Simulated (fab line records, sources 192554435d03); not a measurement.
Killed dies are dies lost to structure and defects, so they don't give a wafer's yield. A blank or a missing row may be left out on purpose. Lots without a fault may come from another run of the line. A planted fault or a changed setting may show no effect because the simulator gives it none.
Which tool did it? | flow n5_finfet | 9 lots, 27 wafers sampled, at 5 steps of a route of 1938

WHAT THE GAUGES READ, wafer by wafer
N5_BEOL_M1_THK_MEAS_53: measures by xrf.
lot  | measured     | on            | M1_THK (nm)
L453 | day 6 17:16  | film_metro-02 | 40.8 39.7 41.1
L456 | day 7 06:00  | film_metro-02 | 40.5 41.3 40.2
L457 | day 7 21:32  | film_metro-02 | 40.5 41.8 41.5
L459 | day 7 23:59  | film_metro-02 | 41.5 41.3 41.8
L460 | day 8 05:39  | film_metro-01 | 39.4 40.6 39.8
L470 | day 10 21:05 | film_metro-02 | 39.2 39.6 41.2
L473 | day 12 00:44 | film_metro-02 | 39.8 40.4 42.1
L474 | day 12 06:31 | film_metro-01 | 37.4 39.9 38.8
L475 | day 12 16:33 | film_metro-02 | 39.8 39.3 41.0

N5_BEOL_M4_RC_MEAS_101.
lot  | measured     | on        | DIBL_N (mV/V)  | DIBL_P (mV/V)  | IOFF_N (nA/um) | IOFF_P (nA/um) | ION_N (uA/um) | ION_P (uA/um) | SS_N (mV/dec)  | SS_P (mV/dec)  | VT_N (mV)   | VT_P (mV)
L453 | day 8 08:36  | prober-01 | 36.6 34.4 35.2 | 36.7 35.1 36.2 | 0.16 0.12 0.14 | 0.23 0.21 0.23 | 671 640 667   | 469 456 472   | 71.6 70.6 70.9 | 73.5 73.6 73.5 | 250 257 253 | -248 -249 -249
L456 | day 9 12:59  | prober-01 | 37.3 36.3 36.6 | 37.0 33.6 35.0 | 0.16 0.15 0.14 | 0.24 0.19 0.21 | 672 658 661   | 469 450 461   | 71.5 72.1 72.0 | 73.0 73.0 73.7 | 253 252 251 | -246 -252 -251
L457 | day 9 11:07  | prober-01 | 35.0 32.6 31.7 | 36.6 33.3 31.5 | 0.16 0.12 0.10 | 0.20 0.16 0.14 | 679 660 651   | 461 455 448   | 71.9 71.3 71.0 | 73.5 72.5 72.5 | 250 253 256 | -252 -255 -254
L459 | day 9 11:01  | prober-02 | 35.9 33.1 36.3 | 36.7 32.7 36.9 | 0.16 0.11 0.17 | 0.22 0.16 0.22 | 684 657 678   | 462 456 460   | 70.7 70.2 71.2 | 73.4 71.7 73.2 | 248 252 247 | -252 -254 -248
L460 | day 9 13:34  | prober-02 | 36.2 39.5 36.9 | 38.6 41.0 38.6 | 0.18 0.23 0.18 | 0.23 0.26 0.21 | 695 689 679   | 470 451 456   | 72.5 73.2 72.7 | 73.3 75.1 74.0 | 245 245 248 | -250 -253 -254
L470 | day 12 23:16 | prober-01 | 35.1 38.3 37.1 | 33.9 38.0 36.6 | 0.13 0.18 0.16 | 0.17 0.23 0.20 | 674 693 674   | 463 480 455   | 71.7 71.4 72.0 | 72.8 73.7 73.1 | 254 250 251 | -256 -249 -253
L473 | day 13 22:16 | prober-02 | 36.2 37.0 35.5 | 39.0 39.4 37.0 | 0.16 0.16 0.14 | 0.23 0.22 0.19 | 667 662 672   | 459 451 461   | 71.7 71.6 71.8 | 73.3 73.5 73.1 | 252 249 252 | -248 -250 -250
L474 | day 13 22:01 | prober-01 | 38.1 37.9 35.8 | 39.6 38.2 37.0 | 0.19 0.18 0.15 | 0.26 0.23 0.20 | 677 696 674   | 462 474 464   | 72.5 72.1 71.2 | 74.5 74.2 74.0 | 246 249 251 | -246 -248 -251
L475 | day 14 01:53 | prober-02 | 34.6 36.8 36.9 | 33.6 35.7 35.7 | 0.13 0.17 0.16 | 0.20 0.23 0.23 | 674 690 682   | 473 475 473   | 70.6 71.4 71.3 | 72.7 73.0 72.5 | 250 249 253 | -251 -247 -247

WHICH TOOL RAN EACH LOT (tool, then ch and the chambers of the sampled wafers, then the start)
lot  | N5_BEOL_M1_SPUTTER_96        | N5_BEOL_M2_DESCUM_16               | N5_BEOL_M2_ETCH_63
L453 | pvd_sputter-02, day 6 16:20  | rie_diel-06 ch 1,3, day 6 19:36    | rie_diel-06 ch 1,3, day 6 19:39
L456 | pvd_sputter-01, day 7 05:12  | rie_diel-05 ch 0,1,2, day 7 08:03  | rie_diel-05 ch 0,1,2, day 7 08:06
L457 | pvd_sputter-01, day 7 20:43  | rie_diel-04 ch 1,3, day 8 00:19    | rie_diel-04 ch 1,3, day 8 00:22
L459 | pvd_sputter-01, day 7 23:11  | rie_diel-06 ch 0,1,2, day 8 05:11  | rie_diel-06 ch 0,1,2, day 8 05:14
L460 | pvd_sputter-01, day 8 04:51  | rie_diel-04 ch 1,2,3, day 8 08:16  | rie_diel-04 ch 1,2,3, day 8 08:19
L470 | pvd_sputter-01, day 10 20:18 | rie_diel-04 ch 0,1,3, day 10 22:51 | rie_diel-04 ch 0,1,3, day 10 22:55
L473 | pvd_sputter-01, day 11 23:57 | rie_diel-06 ch 1,2,3, day 12 02:16 | rie_diel-06 ch 1,2,3, day 12 02:19
L474 | pvd_sputter-01, day 12 05:44 | rie_diel-06 ch 0,2,3, day 12 08:17 | rie_diel-06 ch 0,2,3, day 12 08:20
L475 | pvd_sputter-03, day 12 15:29 | rie_diel-05 ch 0,3, day 12 18:56   | rie_diel-05 ch 0,3, day 12 18:59
- N5_BEOL_M1_SPUTTER_96: material Cu, target thk 4.5 nm, time 8.29 s.
- N5_BEOL_M2_DESCUM_16: chemistry O2, time 7 s.
- N5_BEOL_M2_ETCH_63: etches SiARC in CF4, target depth 15.6 nm, time 26 s.

WHAT THE TOOLS THEMSELVES READ (means of the sampled wafers that have a number; where no wafer has one, the mark that the record gives instead)
N5_BEOL_M1_SPUTTER_96.
lot  | tool           | chuck_gas_flow_sccm (sccm) | throttle_valve_pct (%)
L453 | pvd_sputter-02 | 1.31                       | 30.3
L456 | pvd_sputter-01 | 1.32                       | 31.9
L457 | pvd_sputter-01 | 1.25                       | 31.5
L459 | pvd_sputter-01 | 1.27                       | 31.0
L460 | pvd_sputter-01 | 1.24                       | 31.0
L470 | pvd_sputter-01 | 1.20                       | 31.2
L473 | pvd_sputter-01 | 1.23                       | 31.5
L474 | pvd_sputter-01 | 1.28                       | 31.1
L475 | pvd_sputter-03 | 1.26                       | 29.8

N5_BEOL_M2_DESCUM_16.
lot  | tool        | chamber_pressure_mTorr (mTorr) | drypump_motor_current_A (A) | oes_product_au (a.u.) | rf_vpp_V (V) | showerhead_plenum_p_Torr (Torr) | throttle_valve_pct (%)
L453 | rie_diel-06 | 20.019                         | 5.4                         | 0.82                  | 241.1        | 1.97                            | 20.59
L456 | rie_diel-05 | 20.017                         | 6.1                         | 0.77                  | 242.8        | 2.05                            | 20.58
L457 | rie_diel-04 | 20.022                         | 5.5                         | 0.82                  | 243.1        | 2.09                            | 20.63
L459 | rie_diel-06 | 20.000                         | 5.9                         | 0.77                  | 243.2        | 2.04                            | 20.50
L460 | rie_diel-04 | 19.997                         | 5.2                         | 0.76                  | 244.1        | 2.10                            | 20.63
L470 | rie_diel-04 | 19.998                         | 5.6                         | 0.76                  | 243.1        | 2.10                            | 20.64
L473 | rie_diel-06 | 20.006                         | 5.4                         | 0.82                  | 242.0        | 2.03                            | 20.47
L474 | rie_diel-06 | 20.006                         | 5.7                         | 0.88                  | 242.8        | 2.08                            | 20.28
L475 | rie_diel-05 | 20.011                         | 5.5                         | 0.71                  | 243.6        | 2.08                            | 20.66

N5_BEOL_M2_ETCH_63.
lot  | tool        | chamber_pressure_mTorr (mTorr) | drypump_motor_current_A (A) | etch_rf_on_time_s (s) | mfc_ar_sccm (sccm) | oes_product_au (a.u.) | rf_vpp_V (V) | showerhead_plenum_p_Torr (Torr) | throttle_valve_pct (%)
L453 | rie_diel-06 | 39.99                          | 5.4                         | 25.8                  | 99.8               | 0.70                  | 182.9        | 2.01                            | 15.64
L456 | rie_diel-05 | 40.01                          | 6.1                         | 25.6                  | 100.0              | 0.65                  | 183.5        | 2.10                            | 15.76
L457 | rie_diel-04 | 39.98                          | 5.5                         | 25.4                  | 99.9               | 0.72                  | 183.7        | 2.15                            | 15.79
L459 | rie_diel-06 | 40.05                          | 5.9                         | 25.6                  | 99.8               | 0.66                  | 183.1        | 2.09                            | 15.63
L460 | rie_diel-04 | 39.98                          | 5.2                         | 26.3                  | 99.7               | 0.66                  | 184.6        | 2.15                            | 15.77
L470 | rie_diel-04 | 40.00                          | 5.6                         | 22.6                  | 100.3              | 0.72                  | 183.9        | 2.15                            | 15.83
L473 | rie_diel-06 | 39.98                          | 5.4                         | 25.4                  | 99.9               | 0.70                  | 183.5        | 2.07                            | 15.56
L474 | rie_diel-06 | 39.99                          | 5.7                         | 25.6                  | 100.4              | 0.76                  | 183.8        | 2.12                            | 15.37
L475 | rie_diel-05 | 40.02                          | 5.5                         | 25.3                  | 99.9               | 0.63                  | 183.7        | 2.11                            | 15.76

THE ANSWER, worked out from the rows above alone
Rule: what is usual is taken from the lots themselves. Put in order of their means at a reading, lots are off if they are a third of the lots or fewer, leave a main group of 4 or more, and stand apart from it by a gap of 3 or more times the standard deviation of the main group's means; of several such gaps the widest counts. A main group whose means are all the same, to the digits that the tables above print for the reading, isn't used. A lot without any number at a reading at which 4 lots or more have one is off too. The other lots that the step has rows for count as sound. The gauges are gone through in route order, then the tools' own readings, and for those a lot's mean is taken as printed above. The first step at which some lot is off is used, and at that step the reading that is off furthest; a lot without a number counts as furthest.
Off: L470, at N5_BEOL_M2_ETCH_63 (etch_rf_on_time_s). The main group: mean 25.6 s, standard deviation 0.29.
A tool fits if, at that step or a process step before it, it ran every lot that is off, and no sound lot after the first of them. One fits: rie_diel-04 at N5_BEOL_M2_DESCUM_16 and N5_BEOL_M2_ETCH_63. At N5_BEOL_M2_DESCUM_16 its last sound lot is L460 (day 8 08:16), its first lot that is off L470 (day 10 22:51): a fault that began between those two fits.

WHAT THE SIMULATOR HAD PUT IN
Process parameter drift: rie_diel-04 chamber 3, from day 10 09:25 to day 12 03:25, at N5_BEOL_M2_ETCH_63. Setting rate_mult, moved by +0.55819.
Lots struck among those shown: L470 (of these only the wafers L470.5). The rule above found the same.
